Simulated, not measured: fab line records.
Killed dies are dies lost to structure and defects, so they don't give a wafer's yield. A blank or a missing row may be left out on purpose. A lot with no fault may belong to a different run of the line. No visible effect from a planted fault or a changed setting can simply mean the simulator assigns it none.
Which tool is to blame?    flow nand_harc    23 lots with 69 wafers sampled at 6 steps, on a route of 1302 steps

WHAT EACH GAUGE READ, for each wafer
The record lacks any reading of a measuring or inspecting step that a usual standard deviation could be used to judge.

WHICH TOOL RAN EACH LOT (tool, then ch and the chambers of the sampled wafers, then the start)
lot   NHARC_A_STAIRCASE_ETCH_27       NHARC_A_STAIRCASE_ETCH_188      NHARC_A_STAIRCASE_TRIM_193      NHARC_A_STAIRCASE_ETCH_197      NHARC_A_STAIRCASE_TRIM_200      NHARC_A_STAIRCASE_TRIM_226
L075  rie_diel-09 ch 0,2,3, no start  rie_diel-02 ch 0,1, no start    rie_diel-02 ch 0,2,3, no start  rie_diel-09 ch 0,1,3, no start  rie_diel-09 ch 0,2,3, no start  rie_diel-09 ch 1, no start
L074  rie_diel-12 ch 0,1,2, no start  rie_diel-09 ch 0,1,2, no start  rie_diel-09 ch 0,2,3, no start  rie_diel-09 ch 0,1,3, no start  rie_diel-09 ch 0,1,3, no start  rie_diel-09 ch 0,1,2, no start
L076  rie_diel-02 ch 0,1,2, no start  rie_diel-12 ch 0,1,3, no start  rie_diel-12 ch 0,1, no start    rie_diel-12 ch 0,2,3, no start  rie_diel-12 ch 0,1,2, no start  rie_diel-02 ch 0,2,3, no start
L078  rie_diel-12 ch 0,2, no start    rie_diel-12 ch 0,1,2, no start  rie_diel-12 ch 0,2, no start    rie_diel-12 ch 0,1,2, no start  rie_diel-12 ch 0,1,2, no start  rie_diel-02 ch 0,1, no start
L079  rie_diel-12 ch 0,2,3, no start  rie_diel-12 ch 1,2,3, no start  rie_diel-12 ch 0,1,2, no start  rie_diel-02 ch 0,1, no start    rie_diel-02 ch 1,2,3, no start  rie_diel-02 ch 0,1,2, no start
L080  rie_diel-02 ch 0,1,2, no start  rie_diel-12 ch 0,2,3, no start  rie_diel-12 ch 0,2,3, no start  rie_diel-12 ch 0,2, no start    rie_diel-12 ch 2,3, no start    rie_diel-09 ch 0,2,3, no start
L081  rie_diel-02 ch 1,2,3, no start  rie_diel-12 ch 0,3, no start    rie_diel-12 ch 0,1, no start    rie_diel-12 ch 0,1, no start    rie_diel-12 ch 0,1, no start    rie_diel-12 ch 0,3, no start
L082  rie_diel-09 ch 0,2, no start    rie_diel-09 ch 0,1,2, no start  rie_diel-09 ch 0,1,3, no start  rie_diel-02 ch 0,1,3, no start  rie_diel-02 ch 2,3, no start    rie_diel-02 ch 0,1,2, no start
L084  rie_diel-09 ch 0,1,2, no start  rie_diel-02 ch 0,2,3, no start  rie_diel-02 ch 0,2,3, no start  rie_diel-02 ch 0,2,3, no start  rie_diel-02 ch 1,2,3, no start  rie_diel-12 ch 0,1,3, no start
L083  rie_diel-12 ch 0,2,3, no start  rie_diel-12 ch 0,1,2, no start  rie_diel-12 ch 0,2, no start    rie_diel-12 ch 0,2, no start    rie_diel-12 ch 1,2,3, no start  rie_diel-02 ch 1,3, no start
L085  rie_diel-02 ch 0,2,3, no start  rie_diel-12 ch 1,3, no start    rie_diel-12 ch 1,2, no start    rie_diel-12 ch 1,2, no start    rie_diel-12 ch 1,3, no start    rie_diel-12 ch 1,3, no start
L086  rie_diel-09 ch 0,1,3, no start  rie_diel-02 ch 0,1,2, no start  rie_diel-02 ch 1,2, no start    rie_diel-02 ch 0,2, no start    rie_diel-02 ch 1,2,3, no start  rie_diel-02 ch 0,1,3, no start
L087  rie_diel-12 ch 0,2,3, no start  rie_diel-09 ch 0,2,3, no start  rie_diel-09 ch 0,1,3, no start  rie_diel-02 ch 0,2,3, no start  rie_diel-02 ch 0,2,3, no start  rie_diel-12 ch 1,2,3, no start
L088  rie_diel-09 ch 0,1,3, no start  rie_diel-02 ch 0,2,3, no start  rie_diel-02 ch 1,2,3, no start  rie_diel-09 ch 1,2,3, no start  rie_diel-09 ch 0,2,3, no start  rie_diel-12 ch 0,1,2, no start
L089  rie_diel-09 ch 0,2,3, no start  rie_diel-12 ch 0,1,3, no start  rie_diel-12 ch 1,2,3, no start  rie_diel-02 ch 0,1,3, no start  rie_diel-02 ch 0,1,2, no start  rie_diel-12 ch 1,2,3, no start
L090  rie_diel-12 ch 0,1,2, no start  rie_diel-09 ch 0,2,3, no start  rie_diel-09 ch 0,2,3, no start  rie_diel-09 ch 0,2,3, no start  rie_diel-09 ch 0,1,3, no start  rie_diel-02 ch 0,1,2, no start
L092  rie_diel-12 ch 0,1,2, no start  rie_diel-09 ch 0,1,3, no start  rie_diel-09 ch 1,2,3, no start  rie_diel-09 ch 0,2,3, no start  rie_diel-09 ch 0,2,3, no start  rie_diel-09 ch 0,2,3, no start
L091  rie_diel-02 ch 2,3, no start    rie_diel-09 ch 1,2,3, no start  rie_diel-09 ch 1,2,3, no start  rie_diel-09 ch 1,3, no start    rie_diel-09 ch 0,1, no start    rie_diel-02 ch 0,2,3, no start
L093  rie_diel-12 ch 0,3, no start    rie_diel-12 ch 1,2,3, no start  rie_diel-12 ch 0,3, no start    rie_diel-09 ch 0,1,2, no start  rie_diel-09 ch 1,2,3, no start  rie_diel-02 ch 1,2, no start
L095  rie_diel-12 ch 0,2,3, no start  rie_diel-09 ch 0,1,2, no start  rie_diel-09 ch 1,2,3, no start  rie_diel-09 ch 0,1,3, no start  rie_diel-09 ch 0,1,3, no start  rie_diel-02 ch 0,1,3, no start
L094  rie_diel-09 ch 0,1,3, no start  rie_diel-02 ch 0,1,3, no start  rie_diel-02 ch 0,2, no start    rie_diel-02 ch 0,3, no start    rie_diel-02 ch 0,2,3, no start  rie_diel-02 ch 0,2, no start
L096  rie_diel-09 ch 0,2,3, no start  rie_diel-02 ch 1,2,3, no start  rie_diel-02 ch 0,1,2, no start  rie_diel-09 ch 0,2,3, no start  rie_diel-09 ch 1,2,3, no start  rie_diel-09 ch 1,2,3, no start
L097  rie_diel-12 ch 0,3, no start    rie_diel-09 ch 0,3, no start    rie_diel-09 ch 2,3, no start    rie_diel-12 ch 0,3, no start    rie_diel-12 ch 0,1,2, no start  rie_diel-09 ch 1,2, no start
- NHARC_A_STAIRCASE_ETCH_27: etches the open film in C4F8/O2, target depth 100 nm, time 40.5 s.
- NHARC_A_STAIRCASE_ETCH_188: etches the open film in C4F8/O2, target depth 100 nm, time 40.5 s.
- NHARC_A_STAIRCASE_TRIM_193: chemistry O2, time 211.2 s.
- NHARC_A_STAIRCASE_ETCH_197: etches the open film in C4F8/O2, target depth 100 nm, time 40.5 s.
- NHARC_A_STAIRCASE_TRIM_200: chemistry O2, time 211.2 s.
- NHARC_A_STAIRCASE_TRIM_226: chemistry O2, time 211.2 s.

WHAT THE TOOLS THEMSELVES READ (means of the sampled wafers that have a number; where no wafer has one, the mark that the record gives instead)
NHARC_A_STAIRCASE_ETCH_27. Usual: oes_product_au 0.947 a.u., standard deviation 0.011; rf_vpp_V 894 V, standard deviation 4.5.
lot   tool         oes_product_au (a.u.)  rf_vpp_V (V)  flag
L075  rie_diel-09  0.948                  899           
L074  rie_diel-12  0.964                  891           
L076  rie_diel-02  0.946                  890           
L078  rie_diel-12  0.950                  890           
L079  rie_diel-12  0.956                  892           
L080  rie_diel-02  0.946                  889           
L081  rie_diel-02  0.947                  891           
L082  rie_diel-09  0.940                  897           
L084  rie_diel-09  0.945                  898           
L083  rie_diel-12  0.942                  891           
L085  rie_diel-02  0.942                  890           
L086  rie_diel-09  0.937                  899           
L087  rie_diel-12  0.936                  891           
L088  rie_diel-09  0.951                  898           
L089  rie_diel-09  0.955                  898           
L090  rie_diel-12  0.948                  891           
L092  rie_diel-12  0.950                  891           
L091  rie_diel-02  0.937                  892           
L093  rie_diel-12  0.956                  890           
L095  rie_diel-12  0.947                  891           
L094  rie_diel-09  0.950                  899           
L096  rie_diel-09  0.942                  897           
L097  rie_diel-12  0.938                  890           

NHARC_A_STAIRCASE_ETCH_188. Usual: oes_product_au 0.944 a.u., standard deviation 0.015; rf_vpp_V 894 V, standard deviation 4.6.
lot   tool         oes_product_au (a.u.)  rf_vpp_V (V)  flag
L075  rie_diel-02  0.932                  889           
L074  rie_diel-09  0.938                  899           
L076  rie_diel-12  0.942                  892           
L078  rie_diel-12  0.951                  892           
L079  rie_diel-12  0.952                  893           
L080  rie_diel-12  0.941                  892           
L081  rie_diel-12  0.933                  890           
L082  rie_diel-09  0.934                  899           
L084  rie_diel-02  0.948                  891           
L083  rie_diel-12  0.941                  892           
L085  rie_diel-12  0.956                  894           
L086  rie_diel-02  0.952                  889           
L087  rie_diel-09  0.950                  898           
L088  rie_diel-02  0.932                  889           
L089  rie_diel-12  0.947                  891           
L090  rie_diel-09  0.975                  898           
L092  rie_diel-09  0.928                  898           
L091  rie_diel-09  0.935                  899           
L093  rie_diel-12  0.926                  893           
L095  rie_diel-09  0.956                  898           
L094  rie_diel-02  0.952                  888           
L096  rie_diel-02  0.951                  889           
L097  rie_diel-09  0.933                  897           

NHARC_A_STAIRCASE_TRIM_193. Usual: drypump_motor_current_A 5.9 A, standard deviation 0.54; o2_flow_sccm 499.9 sccm, standard deviation 1.4; oes_product_au 1.005 a.u., standard deviation 0.012; rf_vpp_V 57.6 V, standard deviation 0.81; showerhead_plenum_p_Torr 3.47 Torr, standard deviation 0.12; throttle_valve_pct 17.035 %, standard deviation 0.0082.
lot   tool         drypump_motor_current_A (A)  o2_flow_sccm (sccm)  oes_product_au (a.u.)  rf_vpp_V (V)  showerhead_plenum_p_Torr (Torr)  throttle_valve_pct (%)  flag
L075  rie_diel-02  5.4                          499.5                0.997                  58.0          3.38                             17.034                  
L074  rie_diel-09  5.8                          500.6                1.009                  58.1          3.60                             17.035                  
L076  rie_diel-12  6.5                          499.1                1.012                  57.5          3.37                             17.037                  
L078  rie_diel-12  6.5                          499.3                1.010                  57.2          3.37                             17.032                  
L079  rie_diel-12  6.3                          499.1                1.013                  57.8          3.41                             17.030                  
L080  rie_diel-12  6.0                          499.2                1.009                  57.2          3.42                             17.041                  
L081  rie_diel-12  6.6                          500.2                1.001                  56.9          3.36                             17.039                  
L082  rie_diel-09  5.9                          499.7                0.997                  58.4          3.61                             17.032                  
L084  rie_diel-02  5.5                          499.8                1.012                  56.8          3.36                             17.035                  
L083  rie_diel-12  6.5                          500.5                1.015                  57.5          3.36                             17.033                  
L085  rie_diel-12  6.0                          499.3                1.021                  58.0          3.45                             17.033                  
L086  rie_diel-02  5.6                          500.1                0.981                  57.5          3.37                             17.034                  
L087  rie_diel-09  5.9                          499.2                0.999                  58.2          3.60                             17.030                  
L088  rie_diel-02  5.6                          499.8                1.001                  56.8          3.37                             17.032                  
L089  rie_diel-12  5.8                          499.9                1.005                  57.1          3.44                             17.041                  
L090  rie_diel-09  5.8                          498.6                1.017                  57.3          3.57                             17.042                  
L092  rie_diel-09  5.9                          499.6                1.010                  57.3          3.62                             17.036                  
L091  rie_diel-09  5.9                          498.9                1.002                  58.4          3.61                             17.038                  
L093  rie_diel-12  5.8                          501.2                1.006                  58.2          3.40                             17.034                  
L095  rie_diel-09  5.9                          501.6                1.005                  57.7          3.61                             17.037                  
L094  rie_diel-02  5.3                          499.4                1.001                  57.4          3.32                             17.033                  
L096  rie_diel-02  5.4                          499.4                0.988                  57.6          3.52                             17.036                  
L097  rie_diel-09  5.9                          499.4                1.009                  57.5          3.57                             17.037                  

NHARC_A_STAIRCASE_ETCH_197. Usual: oes_product_au 0.957 a.u., standard deviation 0.018; rf_vpp_V 894 V, standard deviation 4.6.
lot   tool         oes_product_au (a.u.)  rf_vpp_V (V)  flag
L075  rie_diel-09  0.947                  901           
L074  rie_diel-09  0.947                  899           
L076  rie_diel-12  0.958                  891           
L078  rie_diel-12  0.951                  892           
L079  rie_diel-02  0.966                  889           
L080  rie_diel-12  0.950                  890           
L081  rie_diel-12  0.961                  890           
L082  rie_diel-02  0.968                  889           
L084  rie_diel-02  0.950                  889           
L083  rie_diel-12  0.961                  893           
L085  rie_diel-12  0.961                  893           
L086  rie_diel-02  0.936                  891           
L087  rie_diel-02  0.982                  890           
L088  rie_diel-09  0.977                  899           
L089  rie_diel-02  0.963                  888           
L090  rie_diel-09  0.954                  897           
L092  rie_diel-09  0.950                  897           
L091  rie_diel-09  0.950                  900           
L093  rie_diel-09  0.961                  898           
L095  rie_diel-09  0.946                  898           
L094  rie_diel-02  0.950                  887           
L096  rie_diel-09  0.980                  897           
L097  rie_diel-12  0.976                  890           

NHARC_A_STAIRCASE_TRIM_200. Usual: drypump_motor_current_A 5.8 A, standard deviation 0.54; o2_flow_sccm 500.0 sccm, standard deviation 1.6; oes_product_au 1.004 a.u., standard deviation 0.013; rf_vpp_V 57.7 V, standard deviation 0.91; showerhead_plenum_p_Torr 3.47 Torr, standard deviation 0.12; throttle_valve_pct 17.039 %, standard deviation 0.0085.
lot   tool         drypump_motor_current_A (A)  o2_flow_sccm (sccm)  oes_product_au (a.u.)  rf_vpp_V (V)  showerhead_plenum_p_Torr (Torr)  throttle_valve_pct (%)  flag
L075  rie_diel-09  5.8                          500.3                1.004                  58.4          3.60                             17.043                  
L074  rie_diel-09  5.9                          500.2                0.997                  58.7          3.62                             17.032                  
L076  rie_diel-12  6.3                          500.2                1.017                  57.1          3.42                             17.040                  
L078  rie_diel-12  6.3                          499.2                1.017                  56.7          3.41                             17.036                  
L079  rie_diel-02  5.7                          500.9                0.988                  57.6          3.39                             17.027                  
L080  rie_diel-12  5.6                          499.3                1.007                  58.4          3.47                             17.039                  
L081  rie_diel-12  6.4                          499.3                1.009                  57.4          3.40                             17.039                  
L082  rie_diel-02  5.6                          499.6                1.011                  57.6          3.39                             17.045                  
L084  rie_diel-02  5.6                          499.8                0.992                  56.7          3.38                             17.041                  
L083  rie_diel-12  5.8                          501.2                1.005                  57.8          3.45                             17.039                  
L085  rie_diel-12  5.9                          500.4                1.006                  58.9          3.45                             17.039                  
L086  rie_diel-02  5.6                          499.7                0.989                  57.5          3.38                             17.043                  
L087  rie_diel-02  5.5                          498.3                1.003                  57.2          3.36                             17.040                  
L088  rie_diel-09  5.8                          501.7                1.015                  58.3          3.57                             17.041                  
L089  rie_diel-02  5.5                          499.9                1.006                  57.5          3.34                             17.042                  
L090  rie_diel-09  5.8                          499.7                1.004                  57.8          3.60                             17.043                  
L092  rie_diel-09  5.8                          500.2                1.010                  56.9          3.57                             17.041                  
L091  rie_diel-09  5.4                          500.1                0.994                  58.5          3.56                             17.034                  
L093  rie_diel-09  5.9                          500.5                1.006                  56.9          3.61                             17.032                  
L095  rie_diel-09  5.8                          500.3                0.993                  57.7          3.59                             17.040                  
L094  rie_diel-02  5.5                          499.7                1.001                  57.5          3.34                             17.030                  
L096  rie_diel-09  5.9                          501.1                1.007                  58.0          3.60                             17.040                  
L097  rie_diel-12  6.3                          500.7                1.002                  57.9          3.38                             17.048                  

NHARC_A_STAIRCASE_TRIM_226. Usual: drypump_motor_current_A 5.8 A, standard deviation 0.54; o2_flow_sccm 500.2 sccm, standard deviation 1.4; oes_product_au 1.000 a.u., standard deviation 0.012; rf_vpp_V 57.4 V, standard deviation 0.96; showerhead_plenum_p_Torr 3.43 Torr, standard deviation 0.12; throttle_valve_pct 17.036 %, standard deviation 0.0092.
lot   tool         drypump_motor_current_A (A)  o2_flow_sccm (sccm)  oes_product_au (a.u.)  rf_vpp_V (V)  showerhead_plenum_p_Torr (Torr)  throttle_valve_pct (%)  flag
L075  rie_diel-09  5.5                          500.9                0.999                  57.0          3.68                             17.034                  
L074  rie_diel-09  5.5                          501.2                1.000                  58.8          3.60                             17.030                  
L076  rie_diel-02  5.5                          501.3                0.998                  57.0          3.38                             17.037                  
L078  rie_diel-02  5.9                          499.7                0.987                  57.3          3.32                             17.041                  
L079  rie_diel-02  5.4                          500.2                0.989                  57.0          3.36                             17.039                  
L080  rie_diel-09  5.8                          500.2                1.004                  58.4          3.59                             17.041                  
L081  rie_diel-12  5.8                          500.6                1.001                  57.9          3.42                             17.039                  
L082  rie_diel-02  5.5                          498.8                0.995                  57.7          3.35                             17.031                  
L084  rie_diel-12  6.1                          499.1                1.008                  56.8          3.40                             17.031                  
L083  rie_diel-02  6.0                          501.7                0.978                  57.7          3.34                             17.035                  
L085  rie_diel-12  5.9                          500.1                1.001                  56.7          3.45                             17.041                  
L086  rie_diel-02  5.9                          500.1                0.997                  57.3          3.32                             17.027                  
L087  rie_diel-12  5.8                          500.2                1.007                  57.3          3.45                             17.036                  
L088  rie_diel-12  6.2                          498.9                1.001                  57.2          3.39                             17.035                  
L089  rie_diel-12  5.8                          498.3                1.004                  56.4          3.44                             17.034                  
L090  rie_diel-02  5.5                          499.3                0.998                  57.2          3.34                             17.036                  
L092  rie_diel-09  5.8                          500.0                1.009                  58.5          3.57                             17.031                  
L091  rie_diel-02  5.5                          500.0                0.996                  56.8          3.35                             17.035                  
L093  rie_diel-02  5.6                          501.6                0.984                  57.0          3.36                             17.033                  
L095  rie_diel-02  5.9                          500.9                0.993                  57.2          3.30                             17.025                  
L094  rie_diel-02  5.1                          499.8                1.002                  57.3          3.37                             17.037                  
L096  rie_diel-09  5.9                          500.2                1.009                  58.6          3.60                             17.034                  
L097  rie_diel-09  5.6                          499.3                0.995                  57.8          3.61                             17.038                  

THE ANSWER, worked out from the rows above alone
Rule: take the mean of a lot's wafers that have a number; if it is more than 3 standard deviations from the usual mean, the lot is off. A lot without any number at a reading at which 4 lots or more have one is off too. Any other lot the step has rows for is counted as sound. After the gauges, taken in route order, come the tools' own readings; for these a lot's mean is taken, as printed above. At the first step where some lot is off, the reading lying furthest off is the one used; lots without a number count as furthest.
No lot is off at any reading shown: from this, nothing can be told.

WHAT THE SIMULATOR HAD INSERTED
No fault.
